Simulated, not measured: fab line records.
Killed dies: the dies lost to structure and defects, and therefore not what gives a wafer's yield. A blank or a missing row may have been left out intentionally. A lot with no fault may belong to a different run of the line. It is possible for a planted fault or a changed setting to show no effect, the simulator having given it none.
Split-lot study -- flow n5Finfet -- 21 wafers read from 7 lots, route of 1938 steps

== THE SPLIT ==
At N5_HKMG_FIN_ETCH_58 (etches SOC in N2/H2, target depth 215.8 nm, time 741 s), the setting sourceW was moved away from the recipe's 875 W on 5 of the 21 wafers read, by -17.4% to -8.3%. This setting was run at the recipe's value on the other wafers.

The reading is taken at the split's own step.

== THE READING ==
rfVppV, in V, at N5_HKMG_FIN_ETCH_58 (etches SOC in N2/H2, target depth 215.8 nm, time 741 s). Fault-free wafers of this fab line usually give 99.1 V, standard deviation 0.99 V.

wafer,"tool, chamber at the split","sourceW as run, W",against the recipe,"rfVppV, V",against lot-mates on the recipe
L075.1,"rieDiel-03, 0",875,recipe,100.4,-
L075.4,"rieDiel-03, 0",875,recipe,99.3,-
L075.5,"rieDiel-03, 1",875,recipe,99.6,-
L080.3,"rieDiel-06, 2",875,recipe,99.2,-
L080.4,"rieDiel-06, 0",722.4,-17.4%,106.8,+7.6
L080.6,"rieDiel-06, 2",722.4,-17.4%,104.8,+5.6
L083.3,"rieDiel-03, 1",875,recipe,100.4,-
L083.5,"rieDiel-03, 0",875,recipe,99.1,-
L083.6,"rieDiel-03, 3",875,recipe,98.9,-
L084.1,"rieDiel-06, 2",875,recipe,98.2,-
L084.2,"rieDiel-06, 1",875,recipe,99.6,-
L084.5,"rieDiel-06, 2",875,recipe,98.7,-
L085.4,"rieDiel-06, 0",875,recipe,97.8,-
L085.5,"rieDiel-06, 0",802.8,-8.3%,102.8,+3.4
L085.6,"rieDiel-06, 3",875,recipe,101.1,-
L090.2,"rieDiel-06, 3",723.1,-17.4%,105.8,+7.3
L090.3,"rieDiel-06, 0",875,recipe,98.5,-
L090.6,"rieDiel-06, 3",723.1,-17.4%,105.5,+7.0
L092.1,"rieDiel-03, 3",875,recipe,98.2,-
L092.2,"rieDiel-03, 0",875,recipe,99.7,-
L092.4,"rieDiel-03, 1",875,recipe,98.7,-

FIT RESULTS
A straight line over all 21 wafers: rfVppV changes by -0.377 V for each +1% of sourceW; r = -0.95; the points scatter about the line by 0.87 V.
The same after taking each lot's own level away (the mean of its wafers on the recipe; 21 wafers): -0.395 V for each +1%; r = -0.96; scatter 0.79 V.
According to that fit, moving sourceW by its largest amount changes the reading by 6.9 V.
From 98.50 to 99.77 V: that is the span of the lots' own levels, equal to 1.3 times the standard deviation above.
The two slopes are in agreement: the lot-to-lot level therefore moves the slope only a little.
Check: for one of the wafers moved furthest among these (-17.4%), held out of the fit, the line's prediction against its lot-mates is +6.68 V. Against them it came out at +7.6 V.
Tool readings at the split's step, against how far the setting was moved: rfVppV r = -0.95.

== OTHER SPLITS ON THESE WAFERS ==
Other splits were also applied to these wafers ahead of the reading. Each is held against what the fit with the lots' levels taken away leaves over:
other split on the same wafers,wafers away from the commonest value,r with rfVppV (lot level and that fit taken away)
N5_SD_EPI_N_EPI_21 epiGrowthTimeS,9,+0.00
N5_HKMG_FIN_EXPOSE_46 doseMj,7,-0.17
N5_HKMG_FIN_ETCH_55 biasW,8,-0.01

== THE WHOLE CHAIN: every reading that the file lists as answering this split, in the file's order ==
step,what it does,reading,change (the file's fit),r (the file's)
N5_HKMG_FIN_ETCH_58,"etches SOC in N2/H2, target depth 215.8 nm, time 741 s",rfVppV,-0.398 V for each +1% of the setting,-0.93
N5_HKMG_FIN_ETCH_58,"etches SOC in N2/H2, target depth 215.8 nm, time 741 s","SOC_of_HKMG_FIN_COAT_41.thkNm (the simulator's own value, which no gauge read)",-1.74 nm for each +1% of the setting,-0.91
N5_HKMG_FIN_ETCH_58,"etches SOC in N2/H2, target depth 215.8 nm, time 741 s","etch.depthNm (the simulator's own value, which no gauge read)",+1.75 nm for each +1% of the setting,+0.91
N5_HKMG_FIN_ETCH_58,"etches SOC in N2/H2, target depth 215.8 nm, time 741 s","HKMG_FIN.featureDepthNm (the simulator's own value, which no gauge read)",+1.75 nm for each +1% of the setting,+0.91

== THE FILE'S OWN FIT ==
rfVppV changes by -0.398 V for each +1% of sourceW, r = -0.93.
